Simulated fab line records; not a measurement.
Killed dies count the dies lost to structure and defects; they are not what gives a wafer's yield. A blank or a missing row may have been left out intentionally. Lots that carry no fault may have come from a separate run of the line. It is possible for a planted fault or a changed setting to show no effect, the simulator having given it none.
Chamber matching | flow nand_harc | rie_diel-08 running NHARC_A_STAIRCASE_TRIM_187: 4 sister chambers
The step chemistry O2, time 211.2 s. 4 wafers are shown with their chamber, then 8 later ones without.

## EACH WAFER AND ITS CHAMBER
wafer  | chamber | showerhead_plenum_p_Torr (Torr)
L083.4 | 2       | 3.61
L087.5 | 0       | 3.28
L087.6 | 3       | 3.65
L086.1 | 1       | 3.40

## WAFERS WHOSE CHAMBER IS MISSING
wafer  | showerhead_plenum_p_Torr (Torr)
L086.3 | 3.61
L086.4 | 3.65
L092.2 | 3.27
L092.3 | 3.39
L092.5 | 3.27
L094.2 | 3.81
L094.3 | 3.64
L094.5 | 3.39

## EACH ONE'S CHAMBER
wafer  | from the rows above     | in truth
L086.3 | can't be placed: 2 or 3 | 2
L086.4 | can't be placed: 3 or 2 | 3
L092.2 | 0                       | 0
L092.3 | can't be placed: 1 or 0 | 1
L092.5 | 0                       | 0
L094.2 | can't be placed: 3 or 2 | 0
L094.3 | can't be placed: 3 or 2 | 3
L094.5 | can't be placed: 1 or 0 | 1
Correct placement for 2 of the 8. Can't be placed from these rows: 6 (the true chamber is among the candidates in 5). 0 placed wrongly.
How it was worked out, from the rows above alone: a wafer's distance from a chamber is the root of the sum, over the readings, of the square of ((its reading less the chamber's mean) divided by the reading's scatter). The wafer belongs to the nearest chamber; if the next one is less than 2 further off, it can't be placed. For every chamber, the mean is computed from those of its wafers that are shown. The scatter (one wafer shown for each chamber): square how far every hidden wafer sits from the nearest shown wafer, average those squares and take the square root.
